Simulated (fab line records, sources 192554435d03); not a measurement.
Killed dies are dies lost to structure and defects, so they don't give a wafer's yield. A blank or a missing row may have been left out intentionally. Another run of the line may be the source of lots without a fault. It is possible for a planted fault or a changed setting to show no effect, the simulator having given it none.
Which tool was responsible? / flow n5Finfet / 60 wafers from 20 lots sampled at 2 of the route's 1938 steps

WHAT THE GAUGES READ, wafer by wafer
N5_BEOL_M4_CD_MEAS_11: the cd target is 16.79 nm.
lot=L075; measured=day 7 10:25; on=cdSem-01; cdNm (nm)=17.03 16.82 17.09
lot=L074; measured=day 7 10:51; on=cdSem-03; cdNm (nm)=16.62 17.05 16.16
lot=L076; measured=day 7 18:31; on=cdSem-03; cdNm (nm)=16.64 16.76 16.97
lot=L077; measured=day 8 09:26; on=cdSem-01; cdNm (nm)=16.63 16.76 16.64
lot=L078; measured=day 8 11:17; on=cdSem-01; cdNm (nm)=16.50 16.75 16.59
lot=L079; measured=day 8 15:54; on=cdSem-03; cdNm (nm)=16.66 16.80 16.47
lot=L082; measured=day 9 14:25; on=cdSem-02; cdNm (nm)=16.96 16.44 16.81
lot=L083; measured=day 9 16:49; on=cdSem-01; cdNm (nm)=16.44 16.55 16.08
lot=L084; measured=day 9 20:08; on=cdSem-02; cdNm (nm)=16.69 16.92 16.87
lot=L087; measured=day 10 15:19; on=cdSem-03; cdNm (nm)=16.39 16.97 17.04
lot=L085; measured=day 10 19:13; on=cdSem-03; cdNm (nm)=16.84 16.77 16.91
lot=L088; measured=day 10 20:14; on=cdSem-03; cdNm (nm)=16.38 16.71 16.59
lot=L089; measured=day 11 07:57; on=cdSem-01; cdNm (nm)=16.74 16.69 16.73
lot=L090; measured=day 11 08:48; on=cdSem-03; cdNm (nm)=16.66 16.77 16.73
lot=L091; measured=day 11 17:01; on=cdSem-03; cdNm (nm)=16.78 16.62 16.51
lot=L094; measured=day 12 18:41; on=cdSem-01; cdNm (nm)=16.42 16.49 16.95
lot=L092; measured=day 12 20:04; on=cdSem-02; cdNm (nm)=16.19 16.38 16.25
lot=L095; measured=day 13 03:38; on=cdSem-02; cdNm (nm)=16.96 16.78 16.68
lot=L096; measured=day 13 17:00; on=cdSem-02; cdNm (nm)=17.04 16.99 16.58
lot=L097; measured=day 14 00:41; on=cdSem-02; cdNm (nm)=16.76 16.52 16.90

TOOL THAT RAN EACH LOT (tool first, then ch and the chambers of the sampled wafers, then the start)
lot=L075; N5_BEOL_M3_CMP_52=cmp-01 ch 0,1, day 7 07:43
lot=L074; N5_BEOL_M3_CMP_52=cmp-01 ch 0,1, day 7 09:03
lot=L076; N5_BEOL_M3_CMP_52=cmp-02 ch 0,1, day 7 13:47
lot=L077; N5_BEOL_M3_CMP_52=cmp-02 ch 1,2, day 8 07:05
lot=L078; N5_BEOL_M3_CMP_52=cmp-04 ch 0,1, day 8 09:30
lot=L079; N5_BEOL_M3_CMP_52=cmp-01 ch 0,1,2, day 8 14:26
lot=L082; N5_BEOL_M3_CMP_52=cmp-01 ch 0,2, day 9 12:19
lot=L083; N5_BEOL_M3_CMP_52=cmp-04 ch 0,1,2, day 9 14:14
lot=L084; N5_BEOL_M3_CMP_52=cmp-01 ch 0,2,3, day 9 16:55
lot=L087; N5_BEOL_M3_CMP_52=cmp-02 ch 0,1,3, day 10 12:43
lot=L085; N5_BEOL_M3_CMP_52=cmp-04 ch 0,1,2, day 10 15:50
lot=L088; N5_BEOL_M3_CMP_52=cmp-02 ch 0,1,2, day 10 18:25
lot=L089; N5_BEOL_M3_CMP_52=cmp-04 ch 0,1, day 11 05:24
lot=L090; N5_BEOL_M3_CMP_52=cmp-04 ch 0,2,3, day 11 06:53
lot=L091; N5_BEOL_M3_CMP_52=cmp-04 ch 1,2, day 11 15:40
lot=L094; N5_BEOL_M3_CMP_52=cmp-02 ch 0,1, day 12 17:08
lot=L092; N5_BEOL_M3_CMP_52=cmp-02 ch 0,1,2, day 12 17:51
lot=L095; N5_BEOL_M3_CMP_52=cmp-01 ch 0,1,3, day 13 01:52
lot=L096; N5_BEOL_M3_CMP_52=cmp-02 ch 0,1, day 13 14:13
lot=L097; N5_BEOL_M3_CMP_52=cmp-04 ch 0,2,3, day 13 21:13
- N5_BEOL_M3_CMP_52: polishes, stops on SiOC, t overpolish 6.8 s, target thk 40 nm.

AS READ BY THE TOOLS THEMSELVES (means over the sampled wafers that have a number; for cases with no such wafer, the mark the record gives instead)
N5_BEOL_M3_CMP_52.
lot=L075; tool=cmp-01; barrierFieldEndpointS (s)=24.8; headPressurePsi (psi)=1.0007; motorCurrentA (A)=5.4; overpolishRunS (s)=6.799; timeToEndpointS (s)=62
lot=L074; tool=cmp-01; barrierFieldEndpointS (s)=24.5; headPressurePsi (psi)=0.9999; motorCurrentA (A)=5.5; overpolishRunS (s)=6.800; timeToEndpointS (s)=62
lot=L076; tool=cmp-02; barrierFieldEndpointS (s)=25.0; headPressurePsi (psi)=0.9988; motorCurrentA (A)=6.6; overpolishRunS (s)=6.801; timeToEndpointS (s)=65
lot=L077; tool=cmp-02; barrierFieldEndpointS (s)=24.8; headPressurePsi (psi)=0.9999; motorCurrentA (A)=6.4; overpolishRunS (s)=6.803; timeToEndpointS (s)=64
lot=L078; tool=cmp-04; barrierFieldEndpointS (s)=25.0; headPressurePsi (psi)=1.0003; motorCurrentA (A)=6.0; overpolishRunS (s)=6.796; timeToEndpointS (s)=65
lot=L079; tool=cmp-01; barrierFieldEndpointS (s)=24.6; headPressurePsi (psi)=0.9996; motorCurrentA (A)=5.5; overpolishRunS (s)=6.797; timeToEndpointS (s)=63
lot=L082; tool=cmp-01; barrierFieldEndpointS (s)=25.9; headPressurePsi (psi)=1.0020; motorCurrentA (A)=5.7; overpolishRunS (s)=6.809; timeToEndpointS (s)=67
lot=L083; tool=cmp-04; barrierFieldEndpointS (s)=26.1; headPressurePsi (psi)=0.9986; motorCurrentA (A)=6.0; overpolishRunS (s)=6.797; timeToEndpointS (s)=71
lot=L084; tool=cmp-01; barrierFieldEndpointS (s)=24.9; headPressurePsi (psi)=0.9987; motorCurrentA (A)=5.6; overpolishRunS (s)=6.806; timeToEndpointS (s)=64
lot=L087; tool=cmp-02; barrierFieldEndpointS (s)=25.2; headPressurePsi (psi)=1.0016; motorCurrentA (A)=6.8; overpolishRunS (s)=6.808; timeToEndpointS (s)=63
lot=L085; tool=cmp-04; barrierFieldEndpointS (s)=26.7; headPressurePsi (psi)=1.0007; motorCurrentA (A)=5.9; overpolishRunS (s)=6.803; timeToEndpointS (s)=73
lot=L088; tool=cmp-02; barrierFieldEndpointS (s)=24.5; headPressurePsi (psi)=0.9998; motorCurrentA (A)=6.5; overpolishRunS (s)=6.800; timeToEndpointS (s)=62
lot=L089; tool=cmp-04; barrierFieldEndpointS (s)=26.1; headPressurePsi (psi)=0.9993; motorCurrentA (A)=6.0; overpolishRunS (s)=6.788; timeToEndpointS (s)=70
lot=L090; tool=cmp-04; barrierFieldEndpointS (s)=24.4; headPressurePsi (psi)=0.9987; motorCurrentA (A)=6.3; overpolishRunS (s)=6.799; timeToEndpointS (s)=68
lot=L091; tool=cmp-04; barrierFieldEndpointS (s)=25.8; headPressurePsi (psi)=0.9996; motorCurrentA (A)=6.1; overpolishRunS (s)=6.798; timeToEndpointS (s)=64
lot=L094; tool=cmp-02; barrierFieldEndpointS (s)=24.5; headPressurePsi (psi)=0.9998; motorCurrentA (A)=6.3; overpolishRunS (s)=6.806; timeToEndpointS (s)=62
lot=L092; tool=cmp-02; barrierFieldEndpointS (s)=24.4; headPressurePsi (psi)=1.0012; motorCurrentA (A)=6.6; overpolishRunS (s)=6.805; timeToEndpointS (s)=60
lot=L095; tool=cmp-01; barrierFieldEndpointS (s)=26.1; headPressurePsi (psi)=1.0008; motorCurrentA (A)=5.3; overpolishRunS (s)=6.803; timeToEndpointS (s)=68
lot=L096; tool=cmp-02; barrierFieldEndpointS (s)=24.8; headPressurePsi (psi)=1.0023; motorCurrentA (A)=6.6; overpolishRunS (s)=6.806; timeToEndpointS (s)=61
lot=L097; tool=cmp-04; barrierFieldEndpointS (s)=24.9; headPressurePsi (psi)=0.9997; motorCurrentA (A)=6.1; overpolishRunS (s)=6.794; timeToEndpointS (s)=69

THE ANSWER, worked out from the rows above alone
Rule: what is usual is taken from the lots themselves. The widest of any qualifying gaps counts: lots, ordered by their means at a reading, are off when they make up no more than a third of the lots, leave a main group of 4 or more, and stand apart from it by 3 or more times the standard deviation of that group's means. A main group whose means are all the same, to the digits that the tables above print for the reading, isn't used. Also off: a lot with no number at a reading for which 4 or more lots have one. Any other lot the step has rows for is counted as sound. After the gauges, taken in route order, come the tools' own readings; for these a lot's mean is taken, as printed above. The first step at which some lot is off is used, and at that step the reading that is off furthest; a lot without a number counts as furthest.
Nothing can be told from this: no lot is off at any reading shown.

WHAT WAS PUT IN BY THE SIMULATOR
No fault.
